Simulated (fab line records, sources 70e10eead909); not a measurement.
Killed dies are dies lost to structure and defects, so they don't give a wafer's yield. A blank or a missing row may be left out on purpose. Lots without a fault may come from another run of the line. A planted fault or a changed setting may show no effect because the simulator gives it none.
A struck lot beside a sound one | flow nand_harc | 15 steps out of a route of 1302
Sound: wafers L329.1, L329.3, L329.4. Struck: wafer L330.1. The cause comes at the end.
At each step with rows: each side's tool, then ch and its chambers, then its first start. Under that, the readings that differ: sound wafers | struck wafers | difference of the means | sigmas: that difference in standard deviations of wafers without a fault.
alike: readings whose means differ by less than 2 such deviations, and words and numbers that are the same on both sides. not compared: withheld readings, readings that some wafer has no value for, bounds like >300 that may hide the same value, and numbers for which the record gives no deviation and whose values overlap.
The two part at a step that has a row with sigmas, a row that says differs or no value, or rows on one side only. Numbers that don't overlap but have no deviation are shown without sigmas and don't part them. A reading that every wafer of one side lacks parts them only if that side has two wafers or more.

first, 4 steps without rows for these wafers: NHARC_A_CONTACT_ETCH_112 (etches the open film in C4F8/O2/Ar, time 190 s, target depth 1850 nm); NHARC_A_CONTACT_ETCH_113 (etches the open film in C4F8/O2/Ar, time 190 s, target depth 1850 nm); NHARC_A_CONTACT_ETCH_114 (etches the open film in C4F8/O2/Ar, time 190 s, target depth 1850 nm); NHARC_A_CONTACT_ETCH_115 (etches the open film in C4F8/O2/Ar, time 190 s, target depth 1850 nm).
NHARC_A_CONTACT_ETCH_116: etches the open film in C4F8/O2/Ar, time 190 s, target depth 1850 nm.
  sound on har_cap_etch-02 ch 0,1, day 23 12:32; struck on har_cap_etch-03 ch 1, day 25 07:08
  alike: oes_air_line_au
  not compared: rf_hours_counter_h, run_length_s
NHARC_A_CONTACT_ETCH_117: etches the open film in C4F8/O2/Ar, time 190 s, target depth 1850 nm.
  sound on har_cap_etch-02 ch 0,1, day 23 12:43; struck on har_cap_etch-03 ch 1, day 25 07:18
  alike: oes_air_line_au
  not compared: rf_hours_counter_h, run_length_s
NHARC_A_CONTACT_ETCH_118: etches the open film in C4F8/O2/Ar, time 190 s, target depth 1850 nm.
  sound on har_cap_etch-02 ch 0,1, day 23 12:53; struck on har_cap_etch-03 ch 1, day 25 07:29
  alike: oes_air_line_au
  not compared: rf_hours_counter_h, run_length_s
then, 3 steps without rows for these wafers: NHARC_A_CONTACT_ETCH_119 (etches the open film in C4F8/O2/Ar, time 190 s, target depth 1850 nm); NHARC_A_CONTACT_ETCH_120 (etches the open film in C4F8/O2/Ar, time 190 s, target depth 1850 nm); NHARC_A_CONTACT_ETCH_121 (etches the open film in C4F8/O2/Ar, time 190 s, target depth 1850 nm).
NHARC_A_CONTACT_ETCH_122: etches the open film in C4F8/O2/Ar, time 190 s, target depth 1850 nm.
  sound on har_cap_etch-02 ch 0,1, day 23 13:34; struck on har_cap_etch-03 ch 1, day 25 08:10
  alike: oes_air_line_au
  not compared: rf_hours_counter_h, run_length_s
NHARC_A_CONTACT_ETCH_123: etches the open film in C4F8/O2/Ar, time 490 s, target depth 2110 nm.
  sound on har_cap_etch-02 ch 0,1, day 23 13:44; struck on har_cap_etch-03 ch 1, day 25 08:20
  alike: oes_air_line_au, run_length_s
  not compared: rf_hours_counter_h
NHARC_A_CONTACT_ETCH_90: etches the open film in CH3F/O2, target depth 40 nm, time 85.7 s.
  sound on rie_diel-02 ch 0,1,2, day 23 14:44; struck on rie_diel-02 ch 1, day 25 09:19
  reading          | sound             | struck | difference | sigmas
  run_length_s (s) | 106.8 106.3 108.0 | 75.0   | -32.0      | -60
  alike: drypump_motor_current_A, o2_flow_sccm, oes_product_au, rf_vpp_V, showerhead_plenum_p_Torr, throttle_valve_pct
  not compared: rf_hours_counter_h
then, 1 step without rows for these wafers: NHARC_A_CONTACT_ETCH_96 (etches the open film in C4F6/O2, target depth 20 nm, time 10 s).
-- the record jumps here: 3 days lie between the struck wafers' starts before and after (it left off in module A_CONTACT and takes up again in module END, whose first step shown is number 1302 of the route) --
NHARC_END_SORT_01:
  sound on prober-02 ch 0, day 26 11:56; struck on prober-02 ch 0, day 28 07:52
  reading             | sound | struck | difference | sigmas
  killed_at_periphery | 6 5 2 | 12     | +8         | +2
  alike: killed_at_array, killed_at_other, killed_dies, killed_open, killed_short

WHERE THEY PART
First at NHARC_A_CONTACT_ETCH_90; last, within this record, at NHARC_END_SORT_01.

WHY: what the simulator had put in
Process parameter drift: rie_diel-02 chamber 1, from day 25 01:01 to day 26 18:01, at NHARC_A_CONTACT_ETCH_90. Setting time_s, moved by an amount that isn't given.
